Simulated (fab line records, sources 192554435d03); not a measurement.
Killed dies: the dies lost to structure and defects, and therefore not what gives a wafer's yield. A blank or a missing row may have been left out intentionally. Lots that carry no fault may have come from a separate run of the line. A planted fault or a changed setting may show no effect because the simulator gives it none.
Comparing a struck lot with a sound one | flow n5 finfet | 37 steps out of a route of 1938
Sound: these wafers, L819.2, L819.3, L819.4. Struck: wafers L828.3, L828.4, L828.6. At the end, the cause is stated.
Order at every step that has rows: each side's tool, ch and its chambers, its first start. Under that, the readings that differ: sound wafers | struck wafers | difference of the means | sigmas: that difference in standard deviations of wafers without a fault.
alike: readings whose means differ by less than 2 such deviations, and words and numbers that are the same on both sides. not compared: withheld readings, readings that some wafer has no value for, bounds like >300 that may hide the same value, and numbers for which the record gives no deviation and whose values overlap.
Wherever a step has rows on one side only, a row that says differs or no value, or a row with sigmas, the two part there. Numbers that don't overlap but have no deviation are shown without sigmas and don't part them. A reading missing from all wafers of one side parts the sides only when that side holds two or more wafers.

first, 12 steps without rows for these wafers: N5_SDB_DESCUM_16 (chemistry O2, time 7.9 s); N5_SDB_ETCH_17 (etches SiARC in CF4, target depth 23.4 nm, time 39 s); N5_SDB_ETCH_18 (etches SOC in N2/H2, target depth 100 nm, overetch 20 nm, time 150 s); N5_SDB_STRIP_19 (strips in N2/H2); N5_SDB_STRIP_21 (strips in CF4); N5_SDB_HM_OPEN_20 (chemistry CH3F/O2, target SiNx, stops on poly-Si, target depth 24 nm); N5_SDB_STRIP_22 (strips in N2/H2); N5_SDB_PRECLEAN_23 (cleans in dHF, time 30 s); N5_SDB_DUMMY_REMOVE_24 (chemistry TMAH, target poly-Si, stops on SiO2, target depth 142 nm, time 57 s, rinse time 30 s); N5_SDB_ETCH_25 (etches SiO2 in C4F6/O2, target depth 10 nm, time 3.3 s); N5_SDB_CUT_ETCH_26 (etches Si in HBr/Cl2/O2, target depth 129.6 nm, bt time 20 s, time 51.8 s); N5_SDB_PRECLEAN_38 (cleans in dHF, time 10 s).
N5_SDB_PRECLEAN_39: cleans in O3/DIW, time 45 s.
  sound on wet bench-02 ch 3,5,6, day 5 06:41; struck on wet bench-02 ch 3,4,6, day 7 12:50
then, 23 steps without rows for these wafers: N5_SDB_SRD_28 (time 30 s); N5_SDB_ALD_29 (deposits SiNx, target thk 30 nm, pulse time 1 s, ald cycles 600); N5_SDB_CMP_30 (polishes, stops on poly-Si, t overpolish 1.54 s, target thk 30 nm); N5_DUMMY_REMOVAL_HM_STRIP_01 (strips SiNx in CH3F/O2, stops on poly-Si, target depth 4 nm, time 6.8 s); N5_DUMMY_REMOVAL_STRIP_10 (strips in N2/H2, time 40 s); N5_DUMMY_REMOVAL_PRECLEAN_07 (cleans in dHF, time 30 s); N5_DUMMY_REMOVAL_DUMMY_REMOVE_02 (chemistry TMAH, target poly-Si, stops on SiO2, target depth 142 nm, time 57 s, rinse time 30 s); N5_DUMMY_REMOVAL_PRECLEAN_08 (cleans in NF3:NH3, afs cycles 2, time 20 s, sublimation time 60 s); N5_DUMMY_REMOVAL_PRECLEAN_04 (cleans in DHF, time 37 s); N5_DUMMY_REMOVAL_SRD_05 (time 30 s); N5_HKMG_FIN_IL_REGROW_00 (material SiO2, chemistry O3, target thk 0.75 nm, time 30 s); N5_HKMG_FIN_HK_ALD_01 (deposits HfO2, target thk 1.6 nm, pulse time 3 s, purge time 3 s); N5_HKMG_FIN_HK_ANNEAL_02 (time 30 s); N5_HKMG_FIN_ALD_74 (deposits La2O3, target thk 0.5 nm, pulse time 6 s, co reactant pulse time 1 s); N5_HKMG_FIN_ALD_75 (deposits Al2O3, target thk 1 nm, co reactant pulse time 1 s); N5_HKMG_FIN_COAT_41 (time 60 s, resist thk 300 nm); N5_HKMG_FIN_COAT_42 (time 60 s, resist thk 35 nm); N5_HKMG_FIN_COAT_43 (resist thk 90 nm); N5_HKMG_FIN_EBR_45; N5_HKMG_FIN_SOFTBAKE_44 (time 60 s); N5_HKMG_FIN_EXPOSE_46 (exposes mask NDIPOLE); N5_HKMG_FIN_PEB_47 (peb time 60 s); N5_HKMG_FIN_DEVELOP_48 (develop time 30 s).
-- a jump in the record: the struck wafers' starts before and after are 8 days apart (it breaks off in module HKMG_FIN and resumes in module PASSIVATION, where the first step shown is number 1936 of the route) --
N5_PASSIVATION_PROBE_49:
  the record has rows for the struck wafers here (prober-02, day 15 16:45) and none for the sound ones

WHERE THEY PART
N5_PASSIVATION_PROBE_49 only, going by this record.

WHY: the cause the simulator had injected
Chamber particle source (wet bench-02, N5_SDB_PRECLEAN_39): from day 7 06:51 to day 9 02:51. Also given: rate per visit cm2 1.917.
